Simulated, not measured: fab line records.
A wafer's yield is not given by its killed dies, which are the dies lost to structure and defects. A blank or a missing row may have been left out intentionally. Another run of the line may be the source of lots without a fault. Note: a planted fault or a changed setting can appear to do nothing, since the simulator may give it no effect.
Matching of chambers | flow n5-finfet | N5_BEOL_M13_TRENCH_ETCH_34 on rie-diel-01 has 4 sister chambers
The step etches SiOC in C4F8/O2/Ar, target depth 413.47 nm, time 162.6 s. 18 wafers are shown with their chamber, then 9 later ones without.

## WAFERS PAIRED WITH THEIR CHAMBERS
wafer  | chamber | showerhead-plenum-p-Torr (Torr) | drypump-motor-current-A (A) | throttle-valve-pct (%)
L079.1 | 3       | 3.42                            | 6.0                         | 24.20
L079.4 | 0       | 3.50                            | 6.1                         | 24.08
L079.5 | 1       | 3.32                            | 6.3                         | 24.02
L081.1 | 3       | 3.42                            | 6.0                         | 24.20
L081.3 | 1       | 3.32                            | 6.3                         | 24.01
L081.6 | 2       | 3.31                            | 5.2                         | 24.41
L086.3 | 3       | 3.42                            | 6.0                         | 24.21
L086.5 | 1       | 3.32                            | 6.3                         | 24.03
L086.6 | 2       | 3.31                            | 5.2                         | 24.43
L091.2 | 0       | 3.49                            | 6.0                         | 24.10
L091.3 | 1       | 3.32                            | 6.3                         | 24.04
L091.6 | 0       | 3.49                            | 6.1                         | 24.10
L090.3 | 0       | 3.49                            | 6.1                         | 24.09
L090.4 | 0       | 3.49                            | 6.1                         | 24.11
L090.5 | 1       | 3.31                            | 6.4                         | 24.04
L089.1 | 1       | 3.31                            | 6.3                         | 24.04
L089.2 | 0       | 3.49                            | 6.1                         | 24.10
L089.6 | 3       | 3.41                            | 6.0                         | 24.22

SIGNATURES (averages over the wafers above)
reading                  | chamber 0 | chamber 1 | chamber 2 | chamber 3 | scatter within a chamber
showerhead-plenum-p-Torr | 3.4917    | 3.3167    | 3.3100    | 3.4175    | 0.00456
drypump-motor-current-A  | 6.083     | 6.317     | 5.200     | 6.000     | 0.0345
throttle-valve-pct       | 24.0967   | 24.0300   | 24.4200   | 24.2075   | 0.0114
Rule: a wafer lies at a distance from a chamber equal to the root of the sum of squares, over the readings, of (its reading less the chamber's mean, divided by the reading's scatter). The wafer belongs to the nearest chamber; if the next one is less than 2 further off, it can't be placed. How the scatter is found: for the shown wafers, subtract from each reading the mean of its chamber, square and add these, divide the total by (wafers less chambers), then take the root.

## WAFERS MISSING THEIR CHAMBER
wafer  | showerhead-plenum-p-Torr (Torr) | drypump-motor-current-A (A) | throttle-valve-pct (%)
L092.1 | 3.31                            | 6.3                         | 24.04
L092.2 | 3.48                            | 6.1                         | 24.10
L092.5 | 3.30                            | 5.2                         | 24.46
L093.1 | 3.30                            | 5.2                         | 24.44
L093.2 | 3.48                            | 6.1                         | 24.11
L093.5 | 3.31                            | 6.3                         | 24.05
L096.2 | 3.31                            | 6.3                         | 24.04
L096.5 | 3.41                            | 6.0                         | 24.23
L096.6 | 3.48                            | 6.1                         | 24.13

## THE CHAMBER EACH PASSED THROUGH
wafer  | from the rows above | in truth
L092.1 | 1                   | 1
L092.2 | 0                   | 0
L092.5 | 2                   | 2
L093.1 | 2                   | 2
L093.2 | 0                   | 0
L093.5 | 1                   | 1
L096.2 | 1                   | 1
L096.5 | 3                   | 3
L096.6 | 0                   | 0
Correctly placed: 9 of 9. Number that these rows cannot place: 0. Wrongly placed: 0.
